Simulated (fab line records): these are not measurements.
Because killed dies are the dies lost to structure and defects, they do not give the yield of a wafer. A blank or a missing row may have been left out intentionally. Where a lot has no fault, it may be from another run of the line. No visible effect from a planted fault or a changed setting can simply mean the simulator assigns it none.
fab line records    flow nandHarc    part 2 of 2: steps 33 to 33 of 33
record lots=6  wafers=18  lastDay=33
route steps=1302 shown A_CHANNEL_HOLE_D1@459 A_CHANNEL_FILL_D1@490 END@1302
lots untouched by any fault: they come from a run of this same line in which no faults occurred
startH: start of the lot's first displayed wafer, in hours after the record's first day    waitH: hours since the lot's step before    " as in the row above    L1.1+2: one row covering several wafers at once    - either no value or no given start    * or withheld: withheld    < > ~ a bound
route shown NAME@n: NAME is a module with steps in the file, n the number in the route of the first one    usual: mean/standard deviation taken from wafers without a fault    same: alike in all rows    chamber/n: place in a boat    sites: each site's reading    _std_site: how widely they spread, as a standard deviation    _edge_site: mean of outer sites minus mean of inner sites    radiusMm: for every site, how far away it sits from the centre of the wafer    mask NAME#n: copy n    behind: the most recent tool/chamber to have shaped the wafer    hold: the reason the lot was held/the length of the hold in hours/how it ended    device: names the non-switching transistor (n, p or np)    end of line: the route-end tests of the same wafers    a step with no rows: only its recipe    killed: count of dies lost to structure and defects at first sort (not the wafer's yield)    map: per-die view of a wafer (x killed, . not killed, _ where there is no die)
set.NAME: the setting that was run; set.NAME@STEP: the one run at that earlier step    model.NAME: the simulator's own value behind a step, which no gauge read
a table for each step, a row for each wafer; lots at some steps of the route
services: a tool's chamber out of use, with start hour (startH, from the record's first day; less than 0 if before it), hours out, and reason
## steps
# step NHARC_END_SORT_01
# recipe tempC=25
# usual killedAtArray=52/19  killedAtOther=0.9/1.3  killedAtPeriphery=4/3.1  killedDies=57/18  killedOpen=3.2/1.7  killedShort=2.3/1.4
# same grossDies=677
lot.wafer  tool       chamber  startH  waitH  killedAtArray  killedAtOther  killedAtPeriphery  killedDies  killedOpen  killedShort
L754.1     prober-01  0        625.89  2.4    48             3              7                  58          3           3
L754.3     prober-01  0        627.48  3.1    56             2              5                  63          3           4
L754.6     prober-01  0        629.88  4.0    42             0              1                  43          2           1
L757.1     prober-01  0        654.31  2.5    61             0              3                  64          1           5
L757.3     prober-01  0        655.89  3.1    122            1              3                  126         2           4
L757.6     prober-01  0        658.26  3.9    56             0              6                  62          5           4
L760.3     prober-02  0        674.01  3.1    108            0              4                  112         2           2
L760.5     prober-02  0        675.61  3.7    107            0              0                  107         1           2
L760.6     prober-02  0        676.41  4.0    16             1              4                  21          2           3
L763.1     prober-01  0        695.15  2.5    49             0              10                 59          4           3
L763.2     prober-01  0        695.95  2.8    67             0              11                 78          2           4
L763.4     prober-01  0        697.54  3.4    49             1              6                  56          3           3
L770.3     prober-01  0        795.37  3.1    54             1              0                  55          0           2
L770.4     prober-01  0        796.16  3.4    31             2              2                  35          1           3
L770.6     prober-01  0        797.75  4.0    43             2              2                  47          3           3
# killed by level:class
L754.1 A_CHANNEL_HOLE_D2:chamberFilmFlake=33 P_ZERO_WELL:chamberFilmFlake=4 A_CHANNEL_HOLE_D1:chamberFilmFlake=4 A_M0:chamberFilmFlake=3 THIN_TSV:chamberFilmFlake=3 P_STI:geometricParticle:short=2 P_GATE:geometricParticle:open=1 A_CHANNEL_FILL_D1:geometricParticle:short=1
L754.3 A_CHANNEL_HOLE_D2:chamberFilmFlake=40 P_ZERO_WELL:chamberFilmFlake=3 A_CHANNEL_HOLE_D1:chamberFilmFlake=3 A_STAIRCASE:chamberFilmFlake=3 A_WL_FILL:geometricParticle:short=2 A_CONTACT:chamberFilmFlake=2 A_M0:chamberFilmFlake=2 THIN_TSV:chamberFilmFlake=2
L754.6 A_CHANNEL_HOLE_D2:chamberFilmFlake=29 A_WL_FILL:chamberFilmFlake=2 A_M0:chamberFilmFlake=2 A_CHANNEL_HOLE_D1:geometricParticle:open=1 A_DECK1_JOINT:geometricParticle:short=1 A_M0:geometricParticle:open=1 P_ZERO_WELL:chamberFilmFlake=1 A_CHANNEL_HOLE_D1:chamberFilmFlake=1
L757.1 A_SLIT:chamberFilmFlake=31 A_CHANNEL_HOLE_D2:chamberFilmFlake=6 A_CONTACT:chamberFilmFlake=5 A_ZERO_WELL:chamberFilmFlake=4 A_CHANNEL_HOLE_D1:chamberFilmFlake=3 A_DECK1_JOINT:chamberFilmFlake=3 A_STAIRCASE:chamberFilmFlake=2 A_WL_FILL:chamberFilmFlake=2
L757.3 A_CHANNEL_HOLE_D1:unspecified=99 A_CHANNEL_HOLE_D2:chamberFilmFlake=6 A_CONTACT:chamberFilmFlake=4 A_SLIT:chamberFilmFlake=3 A_WL_FILL:geometricParticle:short=2 P_CONTACT:chamberFilmFlake=2 A_STAIRCASE:chamberFilmFlake=2 P_M1:geometricParticle:open=1
L757.6 A_SLIT:chamberFilmFlake=31 A_CHANNEL_HOLE_D2:chamberFilmFlake=7 P_CONTACT:chamberFilmFlake=4 A_CONTACT:chamberFilmFlake=4 A_CHANNEL_FILL_D1:geometricParticle:short=2 A_DECK1_JOINT:chamberFilmFlake=2 A_M0:chamberFilmFlake=2 P_CONTACT:geometricParticle:open=1
L760.3 A_CHANNEL_HOLE_D1:unspecified=94 A_CONTACT:chamberFilmFlake=3 P_GATE:chamberFilmFlake=2 A_SLIT:chamberFilmFlake=2 A_WL_FILL:chamberFilmFlake=2 A_CHANNEL_HOLE_D2:geometricParticle:open=1 A_SGD_CUT:geometricParticle:short=1 A_WL_FILL:geometricParticle:short=1
L760.5 A_CHANNEL_HOLE_D1:unspecified=96 A_STAIRCASE:chamberFilmFlake=2 A_SLIT:chamberFilmFlake=2 A_WL_FILL:chamberFilmFlake=2 A_SOURCE_PLATE:geometricParticle:short=1 A_ONON_D1:geometricParticle:open=1 A_CHANNEL_FILL_D1:geometricParticle:short=1 A_CHANNEL_HOLE_D2:chamberFilmFlake=1
L760.6 A_CHANNEL_HOLE_D1:chamberFilmFlake=4 A_CHANNEL_HOLE_D2:chamberFilmFlake=3 A_WL_FILL:chamberFilmFlake=2 P_GATE:geometricParticle:short=1 A_CHANNEL_FILL_D1:geometricParticle:short=1 A_CHANNEL_HOLE_D2:geometricParticle:short=1 A_CHANNEL_FILL_D2:geometricParticle:open=1 A_CONTACT:geometricParticle:open=1
L763.1 A_CHANNEL_HOLE_D1:chamberFilmFlake=37 P_GATE:chamberFilmFlake=8 A_STAIRCASE:chamberFilmFlake=2 A_M1:chamberFilmFlake=2 P_GATE:geometricParticle:open=1 P_M0:geometricParticle:open=1 A_ONON_D1:geometricParticle:short=1 A_CHANNEL_HOLE_D1:geometricParticle:short=1
L763.2 A_CHANNEL_HOLE_D1:chamberFilmFlake=41 P_GATE:chamberFilmFlake=7 A_SLIT:chamberFilmFlake=7 A_STAIRCASE:chamberFilmFlake=4 A_WL_FILL:chamberFilmFlake=3 A_CHANNEL_FILL_D1:geometricParticle:short=2 P_M2:chamberFilmFlake=2 A_CONTACT:chamberFilmFlake=2
L763.4 A_CHANNEL_HOLE_D1:chamberFilmFlake=36 P_GATE:chamberFilmFlake=5 A_SLIT:chamberFilmFlake=2 A_STAIRCASE:chamberFilmFlake=2 P_M1:geometricParticle:short=1 A_SOURCE_PLATE:geometricParticle:open=1 A_ONON_D1:geometricParticle:short=1 A_ONON_D2:geometricParticle:open=1
L770.3 A_SLIT:chamberFilmFlake=27 A_CONTACT:chamberFilmFlake=13 A_CHANNEL_FILL_D2:chamberFilmFlake=3 A_STAIRCASE:chamberFilmFlake=3 A_DECK1_JOINT:chamberFilmFlake=2 A_ONON_D1:geometricParticle:short=1 A_WL_FILL:geometricParticle:short=1 A_CHANNEL_HOLE_D1:chamberFilmFlake=1
L770.4 A_SLIT:chamberFilmFlake=14 A_CONTACT:chamberFilmFlake=9 A_DECK1_JOINT:chamberFilmFlake=2 THIN_TSV:chamberFilmFlake=2 P_CONTACT:geometricParticle:short=1 A_SOURCE_PLATE:geometricParticle:open=1 A_ONON_D1:geometricParticle:short=1 A_STAIRCASE:geometricParticle:short=1
L770.6 A_SLIT:chamberFilmFlake=17 A_CONTACT:chamberFilmFlake=14 A_CHANNEL_FILL_D2:chamberFilmFlake=3 P_M1:geometricParticle:short=2 A_CHANNEL_HOLE_D1:chamberFilmFlake=2 THIN_TSV:chamberFilmFlake=2 A_DECK1_JOINT:geometricParticle:open=1 A_CHANNEL_FILL_D2:geometricParticle:short=1
# map L757.3 (x killed, . not)
____________.____________
_________......._________
_______..........._______
______.............______
_____....x.x........_____
____.........x.......____
____.................____
___...................___
___..........x........___
__.x.........x.........__
__............x........__
_........x..xx.....x...._
_.........xxxxxxx......._
_.........xxxxxxx......._
_...x.....xxxxxxx......._
_........xxxxxxxxx......_
..........xxxxxxxx.......
.........xxxxxxxxx.......
.........xxxxxxxxx.......
.x.......xxxxxxxxx.......
........xxxxxxxxxx.......
_..x....xxxxxxxxx.x....._
_..........x.xxx.x......_
_xx.......xxxxxx..x....._
_x.x........xxx........._
_x..........x.x........._
__.............x.......__
__..x........x.........__
___...................___
___..............x....___
____...........x.....____
____.................____
_____..............._____
______.............______
_______..........._______
_________......._________
____________.____________
# map L760.3 (x killed, . not)
____________.____________
_________......._________
_______..........._______
______.............______
_____..............._____
____.x...............____
____.......x.........____
___..x................___
___......x............___
__.....................__
__...........xxx.......__
_..........xx.xx........_
_..........xxxxx........_
_.......x..xxxxx........_
_..........xxxxxx......._
_........xxxxxxxxx......_
..........xxxxxxxx.xx....
.x.x.....xxxxxxxxx.x.....
........xxxxxxxxx........
.........xxxxxxxx........
.........xxxxxxxx.....x..
_.........xxxxxxxx....x._
_..........xxxxxx......._
_.........xxx.xx........_
_............x.........._
_.............x....x...._
__.....................__
__................x....__
___...................___
___...................___
____.................____
____.................____
_____.x............._____
______.x...........______
_______..........._______
_________x......_________
____________.____________
## services
tool        chamber  startH  hours  kind
rieDiel-01  0        212.80  -      clean
rieDiel-01  1        212.80  -      clean
rieDiel-01  2        212.80  -      clean
rieDiel-01  3        212.80  -      clean
rieDiel-13  3        215.65  11.6   repair
rieDiel-01  0        237.30  -      clean
rieDiel-01  1        237.30  -      clean
rieDiel-01  2        237.30  -      clean
rieDiel-01  3        237.30  -      clean
rieDiel-11  -        256.52  9.0    pm
rieDiel-01  0        261.80  -      clean
rieDiel-01  1        261.80  -      clean
rieDiel-01  2        289.87  30.9   repair
rieDiel-11  1        308.06  5.9    repair
rieDiel-13  2        332.85  10.0   repair
rieDiel-13  -        343.03  9.0    pm
harEtch-02  -        377.23  17.0   pm
harEtch-02  0        377.23  17.0   ventCycle
harEtch-02  1        377.23  17.0   ventCycle
rieDiel-01  -        380.80  9.0    pm
harEtch-02  0        394.23  -      clean
harEtch-02  0        394.23  -      consumableReplace:focusRing
harEtch-02  1        394.23  -      clean
harEtch-02  1        394.23  -      consumableReplace:focusRing
## key
firstSign step=NHARC_A_CHANNEL_HOLE_D1_INSPECT_40  reading=rawDefectCount  direction=up  sigmas=28  usual=74  struck=894
effect step=NHARC_END_SORT_01  reading=killedAtArray  direction=up  sigmas=3.2  usual=52  struck=112
moreKillsBornAt NHARC_A_CHANNEL_HOLE_D1_ETCH_19@harEtch-01=251
metAt NHARC_A_CHANNEL_HOLE_D1_ETCH_19
struckWafers L757.3,L760.3,L760.5
testerLeftOut L757,L760
onsetBetween 235.18 273.09
fault kind=chamberParticleSource  tool=harEtch-01  chamber=1  onsetH=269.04  steps=NHARC_A_CHANNEL_HOLE_D1_ETCH_19  ratePerVisitCm2=1.2949  endH=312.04
# testerLeftOut: of these lots the tester's yield and bins aren't shown, on N5 and GAA mostly nor the transistor test; their killed dies are dies lost to structure and defects alone, not to doping, threshold or leakage, so they don't give the yield
